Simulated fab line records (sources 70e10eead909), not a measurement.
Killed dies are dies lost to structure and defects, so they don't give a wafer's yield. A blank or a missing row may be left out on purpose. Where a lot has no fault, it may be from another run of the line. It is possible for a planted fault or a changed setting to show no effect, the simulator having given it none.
Which tool is to blame?    flow nand harc    13 lots with 38 wafers sampled at 4 steps, on a route of 1302 steps

WHAT THE GAUGES SHOWED, per wafer
NHARC_A_M1_CD_MEAS_16.
lot   measured      on         cd nm (nm)
L721  day 23 09:02  cd sem-03  120.0 119.5 119.1
L722  day 23 10:31  cd sem-01  119.3 120.6 119.6
L723  day 24 02:26  cd sem-01  119.3 118.5 120.0
L724  day 25 00:51  cd sem-02  120.0 120.3 119.6
L729  day 25 19:51  cd sem-01  119.5 119.1 119.4
L730  day 26 10:16  cd sem-01  119.7 120.4
L740  day 30 09:43  cd sem-01  119.5 119.8 118.9
L739  day 30 12:16  cd sem-03  121.1 120.4 120.2
L738  day 30 20:51  cd sem-01  119.8 119.5 119.8
L741  day 31 16:32  cd sem-01  119.9 119.8 119.6
L743  day 31 17:19  cd sem-02  119.3 120.1 120.7
L742  day 31 17:39  cd sem-01  119.5 120.2 119.1
L744  day 32 06:14  cd sem-01  120.2 119.7 120.0

EACH LOT AND THE TOOL THAT RAN IT (in order: tool; ch and the chambers of the sampled wafers; start)
lot   NHARC_A_M0_PRE_CLEAN_29                  NHARC_A_M0_ANNEAL_30              NHARC_A_M1_ETCH_15
L721  pvd sputter-02, day 23 06:14 or earlier  rtp anneal-02 ch 0, day 23 06:14  rie diel-07 ch 0,2,3, day 23 08:56
L722  pvd sputter-02, day 23 08:01 or earlier  rtp anneal-01 ch 0, day 23 08:01  rie diel-07 ch 0,1, day 23 10:22
L723  pvd sputter-01, day 23 23:55 or earlier  rtp anneal-02 ch 0, day 23 23:55  rie diel-12 ch 1,3, day 24 02:18
L724  pvd sputter-03, day 24 22:05 or earlier  rtp anneal-02 ch 0, day 24 22:05  rie diel-08 ch 1,2, day 25 00:43
L729  pvd sputter-03, day 25 16:22 or earlier  rtp anneal-01 ch 0, day 25 16:22  rie diel-07 ch 0,2,3, day 25 19:42
L730  pvd sputter-01, day 26 07:40 or earlier  rtp anneal-01 ch 0, day 26 07:40  rie diel-07 ch 2,3, day 26 10:08
L740  pvd sputter-02, day 30 07:03 or earlier  rtp anneal-02 ch 0, day 30 07:03  rie diel-07 ch 0,1,3, day 30 09:35
L739  pvd sputter-02, day 30 09:34 or earlier  rtp anneal-02 ch 0, day 30 09:34  rie diel-08 ch 1,2,3, day 30 12:08
L738  pvd sputter-01, day 30 18:08 or earlier  rtp anneal-01 ch 0, day 30 18:08  rie diel-07 ch 0,1,2, day 30 20:43
L741  pvd sputter-02, day 31 13:44 or earlier  rtp anneal-02 ch 0, day 31 13:44  rie diel-12 ch 0,1, day 31 16:24
L743  pvd sputter-03, day 31 14:25 or earlier  rtp anneal-01 ch 0, day 31 14:25  rie diel-08 ch 1,2,3, day 31 17:11
L742  pvd sputter-02, day 31 15:05 or earlier  rtp anneal-01 ch 0, day 31 15:05  rie diel-07 ch 0,2,3, day 31 17:31
L744  pvd sputter-02, day 32 03:31 or earlier  rtp anneal-01 ch 0, day 32 03:31  rie diel-07 ch 2,3, day 32 06:06
- NHARC_A_M0_PRE_CLEAN_29: time 30 s.
- NHARC_A_M0_ANNEAL_30: time 90 s.
- NHARC_A_M1_ETCH_15: etches the open film in C4F8/Ar, target depth 182.5 nm, time 91.2 s.

WHAT THE TOOLS THEMSELVES READ (means of the sampled wafers that have a number; where no wafer has one, the mark that the record gives instead)
NHARC_A_M0_PRE_CLEAN_29.
lot   tool            heater power w (W)
L721  pvd sputter-02  394
L722  pvd sputter-02  386
L723  pvd sputter-01  402
L724  pvd sputter-03  377
L729  pvd sputter-03  393
L730  pvd sputter-01  426
L740  pvd sputter-02  375
L739  pvd sputter-02  389
L738  pvd sputter-01  412
L741  pvd sputter-02  387
L743  pvd sputter-03  409
L742  pvd sputter-02  371
L744  pvd sputter-02  375

NHARC_A_M0_ANNEAL_30.
lot   tool           anneal temp c max  wafer_temp_C_max
L721  rtp anneal-02  226.00             226.4
L722  rtp anneal-01  225.74             225.8
L723  rtp anneal-02  225.99             226.4
L724  rtp anneal-02  226.24             227.0
L729  rtp anneal-01  225.73             225.7
L730  rtp anneal-01  225.66             226.3
L740  rtp anneal-02  226.30             226.5
L739  rtp anneal-02  226.09             226.4
L738  rtp anneal-01  225.81             225.7
L741  rtp anneal-02  226.07             226.5
L743  rtp anneal-01  225.44             225.8
L742  rtp anneal-01  225.53             225.7
L744  rtp anneal-01  225.65             225.8

NHARC_A_M1_ETCH_15.
lot   tool         oes product au (a.u.)  rf fwd power W (W)  rf vpp V (V)
L721  rie diel-07  0.934                  595.3               441.3
L722  rie diel-07  0.960                  595.1               445.0
L723  rie diel-12  0.929                  597.0               440.1
L724  rie diel-08  0.951                  597.9               442.8
L729  rie diel-07  0.896                  595.4               440.7
L730  rie diel-07  0.967                  596.0               439.4
L740  rie diel-07  0.970                  595.9               442.8
L739  rie diel-08  0.953                  595.7               441.3
L738  rie diel-07  0.963                  597.8               442.6
L741  rie diel-12  0.972                  596.6               442.3
L743  rie diel-08  0.977                  596.1               441.2
L742  rie diel-07  0.952                  596.0               440.5
L744  rie diel-07  0.964                  595.6               438.9

THE ANSWER, worked out from the rows above alone
Rule: usual is defined by the lots themselves. The widest of any qualifying gaps counts: lots, ordered by their means at a reading, are off when they make up no more than a third of the lots, leave a main group of 4 or more, and stand apart from it by 3 or more times the standard deviation of that group's means. If all means in a main group match to the digits the tables above print for the reading, that group is not used. Also off: a lot with no number at a reading for which 4 or more lots have one. The other lots that the step has rows for count as sound. After the gauges, taken in route order, come the tools' own readings; for these a lot's mean is taken, as printed above. At the first step where some lot is off, the reading lying furthest off is the one used; lots without a number count as furthest.
Across all readings shown, no lot is off: no conclusion can be drawn from this.

WHAT WAS PUT IN BY THE SIMULATOR
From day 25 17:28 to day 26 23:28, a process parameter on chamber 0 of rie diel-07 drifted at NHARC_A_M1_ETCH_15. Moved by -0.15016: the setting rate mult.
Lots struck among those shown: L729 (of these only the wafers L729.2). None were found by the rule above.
